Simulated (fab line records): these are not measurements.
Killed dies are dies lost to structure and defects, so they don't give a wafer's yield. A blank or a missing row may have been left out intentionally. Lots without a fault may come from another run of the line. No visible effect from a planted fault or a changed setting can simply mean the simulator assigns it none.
fab line records | flow n5_finfet
[record] lots = 12 wafers = 36 last_day = 17
route steps=1938 shown BEOL_M5@1163 PASSIVATION@1936
lots that met no fault: from a run of the same line without faults
start_h: start of the lot's first displayed wafer, in hours after the record's first day | wait_h: hours from the lot's prior step to this one | " same as the row above | L1.1+2: a row that stands for several wafers | - no value, or no start was given | * or withheld: withheld | < > ~ a bound
route shown NAME@n: NAME is a module with steps in the file, n the number in the route of the first one | usual: mean and standard deviation over wafers with no fault | same: alike in all rows | chamber/n: place in a boat | sites: readings site by site | _std_site: the standard deviation of these | _edge_site: outer sites' mean less inner sites' | radius_mm: for every site, how far away it sits from the centre of the wafer | mask NAME#n: copy n | behind: the tool/chamber that last shaped the wafer | hold: why the lot was held/for how many hours/how that ended | device: transistor that didn't switch, given as n, p or np | end of line: tests run on the same wafers once the route is complete | a step given without rows: its recipe and nothing more | killed: not the wafer's yield, but the dies lost to structure and defects at the first sort | map: dies across one wafer; x = killed, . = not, _ = none there
set.NAME: the setting that was run; set.NAME@STEP: the one run at that earlier step | model.NAME: the simulator's own value behind a step, which no gauge read
a sample of lots followed through the steps of the route, with each step as a table and each wafer as a row
services: a tool's chamber out of use, with start hour (start_h, from the record's first day; less than 0 if before it), hours out, and reason
[[steps]]
[step N5_BEOL_M5_OCD_MEAS_38]
[usual] trench_depth_nm = 71.3/1
// columns lot.wafer tool chamber start_h wait_h trench_depth_nm
L236.2 ocd-01 - 168.84 - 71.7
L236.5 " - " " 72.0
L236.6 " - " " 71.1
L238.1 ocd-02 - 187.24 - 72.0
L238.2 " - " " 70.1
L238.4 " - " " 69.7
L241.3 ocd-02 - 204.67 - 69.7
L241.4 " - " " 70.2
L241.6 " - " " 69.0
L242.1 ocd-01 - 210.44 - 70.7
L242.2 " - " " 71.0
L242.6 " - " " 71.0
L243.3 ocd-01 - 215.23 - 72.0
L243.5 " - " " 71.6
L243.6 " - " " 72.2
L245.2 ocd-01 - 221.78 - 69.2
L245.5 " - " " 72.7
L245.6 " - " " 71.2
L246.1 ocd-01 - 240.16 - 72.1
L246.2 " - " " 70.9
L246.5 " - " " 72.6
L247.2 ocd-02 - 241.07 - 70.9
L247.4 " - " " 69.7
L247.5 " - " " 71.2
L251.1 ocd-02 - 268.74 - 71.5
L251.2 " - " " 70.5
L251.6 " - " " 72.1
L252.1 ocd-01 - 271.76 - 71.5
L252.3 " - " " 71.3
L252.6 " - " " 72.3
L256.3 ocd-01 - 298.39 - 72.0
L256.5 " - " " 69.9
L256.6 " - " " 71.7
L257.3 ocd-02 - 307.89 - 70.9
L257.5 " - " " 72.5
L257.6 " - " " 71.7
[step N5_BEOL_M5_CURE_80]
[recipe] temp_c = 370 time_s = 120 ambient = DMADMS/He material = SiCOH_lowk
[usual] lamp_power_pct = 52.31/0.057 wafer_temp_C_max = 371.8/0.53
[same] time_s = 120
// columns lot.wafer tool chamber start_h wait_h lamp_power_pct wafer_temp_C_max
L236.2 uv_cure-03 0 169.75 0.7 52.28 372.1
L236.5 " 0 " " 52.25 372.1
L236.6 " 0 " " 52.34 371.8
L238.1 uv_cure-03 2 187.45 0.0 52.36 372.3
L238.2 " 2 " " 52.23 371.9
L238.4 " 2 " " 52.31 372.3
L241.3 uv_cure-01 2 205.08 0.1 52.21 371.9
L241.4 " 2 " " 52.24 370.9
L241.6 " 2 " " 52.38 371.3
L242.1 uv_cure-01 1 210.63 0.0 52.37 371.5
L242.2 " 1 " " 52.27 371.9
L242.6 " 1 " " 52.22 372.0
L243.3 uv_cure-03 2 215.53 0.1 52.33 372.3
L243.5 " 2 " " 52.31 371.9
L243.6 " 2 " " 52.33 372.4
L245.2 uv_cure-03 1 222.02 0.1 52.29 372.5
L245.5 " 1 " " 52.33 371.5
L245.6 " 1 " " 52.29 372.0
L246.1 uv_cure-01 2 240.35 0.0 52.29 371.3
L246.2 " 2 " " 52.35 371.1
L246.5 " 2 " " 52.30 371.3
L247.2 uv_cure-01 2 241.32 0.1 52.25 371.1
L247.4 " 2 " " 52.38 371.3
L247.5 " 2 " " 52.39 370.9
L251.1 uv_cure-01 2 268.93 0.0 52.27 372.1
L251.2 " 2 " " 52.40 371.5
L251.6 " 2 " " 52.32 371.6
L252.1 uv_cure-02 0 271.95 0.0 52.34 371.1
L252.3 " 0 " " 52.28 372.1
L252.6 " 0 " " 52.30 371.2
L256.3 uv_cure-01 0 298.68 0.1 52.33 372.3
L256.5 " 0 " " 52.29 371.1
L256.6 " 0 " " 52.23 371.6
L257.3 uv_cure-03 0 308.18 0.1 52.27 372.2
L257.5 " 0 " " 52.36 372.2
L257.6 " 0 " " 52.41 371.9
[step N5_BEOL_M5_DEGAS_44]
[recipe] ambient = vacuum temp_c = 250 time_s = 60
[usual] heater_power_w = 340/37
[same] time_s = 60
// columns lot.wafer tool chamber start_h wait_h heater_power_w
L236.2 pvd_sputter-01 - 170.02 0.2 325
L236.5 " - " " 378
L236.6 " - " " 327
L238.1 pvd_sputter-03 - 187.85 0.4 351
L238.2 " - " " 307
L238.4 " - " " 302
L241.3 pvd_sputter-01 - 205.30 0.2 319
L241.4 " - " " 376
L241.6 " - " " 407
L242.1 pvd_sputter-01 - 211.73 1.0 326
L242.2 " - " " 330
L242.6 " - " " 399
L243.3 pvd_sputter-03 - 216.16 0.6 353
L243.5 " - " " 301
L243.6 " - " " 316
L245.2 pvd_sputter-02 - 222.71 0.6 356
L245.5 " - " " 316
L245.6 " - " " 292
L246.1 pvd_sputter-02 - 240.77 0.4 311
L246.2 " - " " 351
L246.5 " - " " 314
L247.2 pvd_sputter-01 - 241.59 0.2 404
L247.4 " - " " 325
L247.5 " - " " 325
L251.1 pvd_sputter-02 - 269.46 0.5 313
L251.2 " - " " 345
L251.6 " - " " 357
L252.1 pvd_sputter-02 - 272.59 0.5 288
L252.3 " - " " 373
L252.6 " - " " 292
L256.3 pvd_sputter-02 - 298.90 0.2 282
L256.5 " - " " 288
L256.6 " - " " 316
L257.3 pvd_sputter-01 - 308.44 0.2 396
L257.5 " - " " 315
L257.6 " - " " 338
[step N5_BEOL_M5_SPUTTER_81]
[recipe] material = Cu target_thk_a = 150 temp_c = -20 chamber_pressure_pa = 0.07 power_w = withheld time_s = 27.62
[usual] chamber_pressure_pa = 0.07/0.00014 throttle_valve_pct = 30.3/1.1
[same] time_s = 27.62
// columns lot.wafer tool chamber start_h wait_h chamber_pressure_pa throttle_valve_pct
L236.2 pvd_sputter-02 - 171.65 0.5 0.0699 29.0
L236.5 " - " " 0.07003 30.3
L236.6 " - " " 0.06965 30.3
L238.1 pvd_sputter-02 - 189.64 0.6 0.07005 30.0
L238.2 " - " " 0.07024 29.1
L238.4 " - " " 0.07002 28.9
L241.3 pvd_sputter-03 - 208.37 0.5 0.06999 28.9
L241.4 " - " " 0.06993 30.4
L241.6 " - " " 0.06988 30.3
L242.1 pvd_sputter-01 - 213.38 0.5 0.07003 30.3
L242.2 " - " " 0.06971 32.9
L242.6 " - " " 0.0698 33.2
L243.3 pvd_sputter-03 - 217.98 0.5 0.06989 30.3
L243.5 " - " " 0.07015 29.9
L243.6 " - " " 0.07004 30.6
L245.2 pvd_sputter-03 - 225.46 0.5 0.07002 30.2
L245.5 " - " " 0.06987 30.2
L245.6 " - " " 0.07014 29.1
L246.1 pvd_sputter-02 - 242.46 0.5 0.0699 28.9
L246.2 " - " " 0.06992 30.5
L246.5 " - " " 0.06978 30.5
L247.2 pvd_sputter-01 - 243.61 0.5 0.07004 30.8
L247.4 " - " " 0.06999 30.6
L247.5 " - " " 0.06997 30.4
L251.1 pvd_sputter-03 - 272.67 0.5 0.06992 29.0
L251.2 " - " " 0.07002 30.3
L251.6 " - " " 0.06991 29.1
L252.1 pvd_sputter-01 - 274.68 0.5 0.06979 33.0
L252.3 " - " " 0.07018 30.2
L252.6 " - " " 0.07508 29.4
L256.3 pvd_sputter-02 - 302.28 0.5 0.0701 29.2
L256.5 " - " " 0.06995 29.5
L256.6 " - " " 0.06997 29.0
L257.3 pvd_sputter-02 - 311.73 0.5 0.06993 28.9
L257.5 " - " " 0.06995 30.3
L257.6 " - " " 0.06982 29.2
[step N5_PASSIVATION_PROBE_49]
[usual] defect_limited_yield = 91.0/1.4 killed_at_M0_to_M3 = 35/10 killed_at_M4_up = 13/6 killed_at_contacts = 13/6.4 killed_at_front_end = 42/12 killed_at_other = 3.2/2.4 killed_dies = 107/17 killed_on_rim = 15/4.1 killed_open = 69/13 killed_short = 33/7.3 sort_bin_4_leakage = 0.00/0.022 sort_bin_5_function = 5.3/0.92 sort_bin_6_memory = 3.3/0.66 sort_bin_8_speed = 0.00/0.035 sort_n_pass = 1073/17 sort_yield_pct = 90.9/1.4
[same] gross_dies = 1180 killed_at_back_side = 0
// columns lot.wafer tool chamber start_h wait_h defect_limited_yield[%] killed_at_M0_to_M3 killed_at_M4_up killed_at_contacts killed_at_front_end killed_at_other killed_dies killed_on_rim killed_open killed_short sort_bin_4_leakage[%] sort_bin_5_function[%] sort_bin_6_memory[%] sort_bin_8_speed[%] sort_n_pass sort_yield_pct[%]
L242.1 prober-01 - 312.41 0.0 89.7 36 17 8 56 5 122 20 65 47 0 5.3 4.1 0 1058 89.7
L242.2 prober-01 - 312.46 0.1 89.8 39 24 8 48 1 120 17 71 42 0 5.8 3.7 0 1060 89.8
L242.6 prober-01 - 312.66 0.3 89.7 34 14 17 50 6 121 16 66 45 0 5.9 3.6 0 1059 89.7
L243.3 prober-02 - 317.78 0.1 89.0 46 12 10 57 5 130 21 81 35 0 6.2 4.1 0 1050 89.0
L243.5 prober-02 - 317.88 0.2 92.3 41 7 9 32 2 91 12 46 41 0 4.0 3.2 0 1089 92.3
L243.6 prober-02 - 317.93 0.3 93.1 26 17 6 28 4 81 4 47 25 0 4.4 2.1 0 1099 93.1
L247.2 prober-01 - 334.07 0.1 93.8 19 9 12 33 0 73 6 50 15 0 3.6 2.6 0 1107 93.8
L247.4 prober-01 - 334.17 0.2 93.1 28 8 12 32 2 82 11 55 22 0 4.1 2.6 0 1098 93.1
L247.5 prober-01 - 334.22 0.2 91.5 36 16 6 41 1 100 16 62 29 0 5.2 3.1 0 1080 91.5
L246.1 prober-01 - 337.72 0.0 89.7 43 21 16 39 3 122 16 82 33 0 6.1 3.6 0 1058 89.7
L246.2 prober-01 - 337.77 0.1 93.1 29 9 16 27 1 82 18 52 25 0.08 4.4 2.4 0 1097 93.0
L246.5 prober-01 - 337.92 0.2 89.3 32 20 19 55 0 126 20 78 43 0 6.7 3.2 0 1054 89.3
L251.1 prober-01 - 366.99 0.0 90.5 26 17 7 58 4 112 12 75 34 0 6.6 2.5 0 1068 90.5
L251.2 prober-01 - 367.04 0.1 90.2 21 24 13 57 1 116 17 78 35 0 5.8 3.9 0 1064 90.2
L251.6 prober-01 - 367.24 0.3 89.1 36 14 12 64 3 129 18 87 31 0 5.8 4.4 0 1051 89.1
L252.1 prober-01 - 368.96 0.0 89.6 27 17 16 57 6 123 21 73 38 0 5.2 3.8 0 1057 89.6
L256.3 prober-01 - 398.37 0.1 90.6 52 8 10 37 4 111 19 70 39 0 5.6 3.4 0 1069 90.6
L256.5 prober-01 - 398.47 0.2 93.1 31 15 10 18 7 81 15 50 31 0 3.6 2.8 0 1099 93.1
L256.6 prober-01 - 398.52 0.3 89.7 49 16 8 44 4 121 22 90 26 0 5.5 4.4 0 1059 89.7
// killed by level:class
L242.1 FIN_SAQP:geometric_particle:open=17 FIN_SAQP:geometric_particle:short=15 BEOL_M3:geometric_particle:open=13 BEOL_M0_SAQP:geometric_particle:short=9 MOL_CONTACT_COAG:geometric_particle:open=7 STARTING-WAFER:geometric_particle:short=6 BEOL_M3:geometric_particle:short=5 BEOL_M4:geometric_particle:open=5
L242.2 FIN_SAQP:geometric_particle:open=10 BEOL_M0_SAQP:geometric_particle:short=10 BEOL_M3:geometric_particle:open=9 FIN_SAQP:geometric_particle:short=8 BEOL_M4:geometric_particle:open=8 BEOL_M0_SAQP:geometric_particle:open=6 BEOL_M3:geometric_particle:short=6 STI_FIN_REVEAL:geometric_particle:open=5
L242.6 FIN_SAQP:geometric_particle:open=13 BEOL_M3:geometric_particle:open=11 FIN_SAQP:geometric_particle:short=10 MOL_CONTACT_COAG:geometric_particle:open=10 STARTING-WAFER:geometric_particle:short=5 GATE_CUT:geometric_particle:short=5 MOL_CONTACT_COAG:geometric_particle:short=5 BEOL_M0_SAQP:geometric_particle:short=4
L243.3 STI_FIN_REVEAL:geometric_particle:open=20 BEOL_M0_SAQP:geometric_particle:open=13 BEOL_M0_SAQP:geometric_particle:short=10 BEOL_M2:geometric_particle:open=9 MOL_CONTACT_COAG:geometric_particle:open=9 DUMMY_GATE:geometric_particle:open=8 FIN_SAQP:geometric_particle:open=7 HKMG_FIN:area_etch=6
L243.5 BEOL_M0_SAQP:geometric_particle:short=14 STI_FIN_REVEAL:geometric_particle:open=10 BEOL_M0_SAQP:geometric_particle:open=7 BEOL_M1:geometric_particle:open=7 MOL_CONTACT_COAG:geometric_particle:open=6 BEOL_M2:geometric_particle:open=6 STARTING-WAFER:geometric_particle:short=6 GATE_CUT:geometric_particle:short=3
L243.6 BEOL_M2:geometric_particle:open=7 DUMMY_GATE:geometric_particle:open=5 MOL_CONTACT_COAG:geometric_particle:open=5 BEOL_M0_SAQP:geometric_particle:open=4 BEOL_M0_SAQP:geometric_particle:short=4 BEOL_M4:geometric_particle:open=4 STARTING-WAFER:geometric_particle:open=4 FIN_SAQP:geometric_particle:short=3
L247.2 FIN_SAQP:geometric_particle:open=11 MOL_CONTACT_COAG:geometric_particle:open=9 FIN_SAQP:geometric_particle:short=5 STARTING-WAFER:geometric_particle:open=5 BEOL_M0_SAQP:geometric_particle:open=4 BEOL_M0_SAQP:geometric_particle:short=4 BEOL_M1:geometric_particle:open=3 BEOL_M6:geometric_particle:open=3
L247.4 MOL_CONTACT_COAG:geometric_particle:open=9 FIN_SAQP:geometric_particle:open=8 DUMMY_GATE:geometric_particle:open=7 BEOL_M0_SAQP:geometric_particle:short=7 BEOL_M1:geometric_particle:open=5 BEOL_M0_SAQP:geometric_particle:open=4 BEOL_M2:geometric_particle:open=4 BEOL_M4:geometric_particle:open=4
L247.5 FIN_SAQP:geometric_particle:open=17 BEOL_M1:geometric_particle:open=11 FIN_SAQP:geometric_particle:short=9 BEOL_M0_SAQP:geometric_particle:open=8 BEOL_M4:geometric_particle:open=7 GATE_CUT:geometric_particle:short=5 BEOL_M0_SAQP:geometric_particle:short=4 MOL_CONTACT_COAG:geometric_particle:short=3
L246.1 BEOL_M0_SAQP:geometric_particle:open=21 FIN_SAQP:geometric_particle:open=16 BEOL_M4:geometric_particle:open=14 BEOL_M0_SAQP:geometric_particle:short=13 MOL_CONTACT_COAG:geometric_particle:open=9 MOL_CONTACT_COAG:geometric_particle:short=7 FIN_SAQP:geometric_particle:short=4 ILD0:geometric_particle:short=3
L246.2 MOL_CONTACT_COAG:geometric_particle:open=14 BEOL_M0_SAQP:geometric_particle:short=8 BEOL_M0_SAQP:geometric_particle:open=8 BEOL_M4:geometric_particle:open=5 BEOL_M1:geometric_particle:open=4 FIN_SAQP:geometric_particle:open=3 FIN_SAQP:geometric_particle:short=3 STI_FIN_REVEAL:geometric_particle:open=3
L246.5 MOL_CONTACT_COAG:geometric_particle:open=18 BEOL_M4:geometric_particle:open=14 BEOL_M0_SAQP:geometric_particle:short=12 FIN_SAQP:geometric_particle:open=11 BEOL_M0_SAQP:geometric_particle:open=11 FIN_SAQP:geometric_particle:short=10 DUMMY_GATE:geometric_particle:open=7 BEOL_M2:geometric_particle:open=5
L251.1 FIN_SAQP:geometric_particle:open=21 FIN_SAQP:geometric_particle:short=10 STI_FIN_REVEAL:geometric_particle:open=8 GATE_CUT:geometric_particle:short=7 BEOL_M4:geometric_particle:open=7 BEOL_M0_SAQP:geometric_particle:open=6 BEOL_M0_SAQP:geometric_particle:short=6 MOL_CONTACT_COAG:geometric_particle:open=5
L251.2 BEOL_M4:geometric_particle:open=17 FIN_SAQP:geometric_particle:short=14 FIN_SAQP:geometric_particle:open=11 MOL_CONTACT_COAG:geometric_particle:open=10 STI_FIN_REVEAL:geometric_particle:open=10 GATE_CUT:geometric_particle:short=7 BEOL_M0_SAQP:geometric_particle:open=6 BEOL_M0_SAQP:geometric_particle:short=5
L251.6 FIN_SAQP:geometric_particle:open=29 MOL_CONTACT_COAG:geometric_particle:open=11 BEOL_M0_SAQP:geometric_particle:short=10 BEOL_M4:geometric_particle:open=9 STI_FIN_REVEAL:geometric_particle:open=8 FIN_SAQP:geometric_particle:short=7 BEOL_M0_SAQP:geometric_particle:open=6 BEOL_M3:geometric_particle:open=6
L252.1 MOL_CONTACT_COAG:geometric_particle:open=13 GATE_CUT:geometric_particle:short=11 HKMG_FIN:area_etch=10 FIN_SAQP:geometric_particle:open=7 BEOL_M3:geometric_particle:open=7 FIN_SAQP:geometric_particle:short=6 STI_FIN_REVEAL:geometric_particle:open=5 BEOL_M1:geometric_particle:open=5
L256.3 BEOL_M2:geometric_particle:open=17 FIN_SAQP:geometric_particle:short=10 BEOL_M0_SAQP:geometric_particle:open=9 STI_FIN_REVEAL:geometric_particle:open=9 BEOL_M1:geometric_particle:open=9 MOL_CONTACT_COAG:geometric_particle:open=7 BEOL_M1:geometric_particle:short=6 BEOL_M2:geometric_particle:short=6
L256.5 BEOL_M1:geometric_particle:open=11 MOL_CONTACT_COAG:geometric_particle:open=10 BEOL_M2:geometric_particle:open=6 BEOL_M4:geometric_particle:short=6 BEOL_M3:geometric_particle:open=5 BEOL_M0_SAQP:geometric_particle:short=4 FIN_SAQP:geometric_particle:short=3 DUMMY_GATE:geometric_particle:short=3
L256.6 BEOL_M1:geometric_particle:open=18 BEOL_M2:geometric_particle:open=16 STI_FIN_REVEAL:geometric_particle:open=14 FIN_SAQP:geometric_particle:open=7 MOL_CONTACT_COAG:geometric_particle:open=7 BEOL_M0_SAQP:geometric_particle:open=5 FIN_SAQP:geometric_particle:short=4 DUMMY_GATE:geometric_particle:open=4
[[services]]
// columns tool chamber start_h hours kind
uv_cure-03 - 151.09 2.0 repair
uv_cure-02 - 159.15 28.1 pm
uv_cure-02 - 190.28 1.0 pm
uv_cure-01 - 220.82 7.1 pm
uv_cure-03 - 246.03 7.1 pm
uv_cure-02 - 307.73 6.0 pm
[[key]]
[first_sign] step = N5_BEOL_M5_SPUTTER_81 reading = chamber_pressure_pa direction = up sigmas = 37 usual = 0.07 struck = 0.07508
effect none on later readings
met_at N5_BEOL_M5_SPUTTER_81
struck_lots L252
struck_wafers L252.6
[baseline_loss] step = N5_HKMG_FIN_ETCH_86 wafers = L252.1
not_acting_at N5_BEOL_M5_OCD_MEAS_38,N5_BEOL_M5_CURE_80,N5_BEOL_M5_DEGAS_44
onset_between 243.61 274.68
[fault] kind = process_parameter_drift tool = pvd_sputter-01 chamber = - onset_h = 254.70 steps = N5_BEOL_M5_SPUTTER_81 channel = chamber_pressure_pa offset = 0.0050079 shape = step end_h = 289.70 acts_in = these_recipes_only stated = 0.07 scope = struck_wafers_only
// baseline_loss: these wafers lose ten dies or more at that step, a loss of the line's own and not of a fault; the sort's usual values leave them out
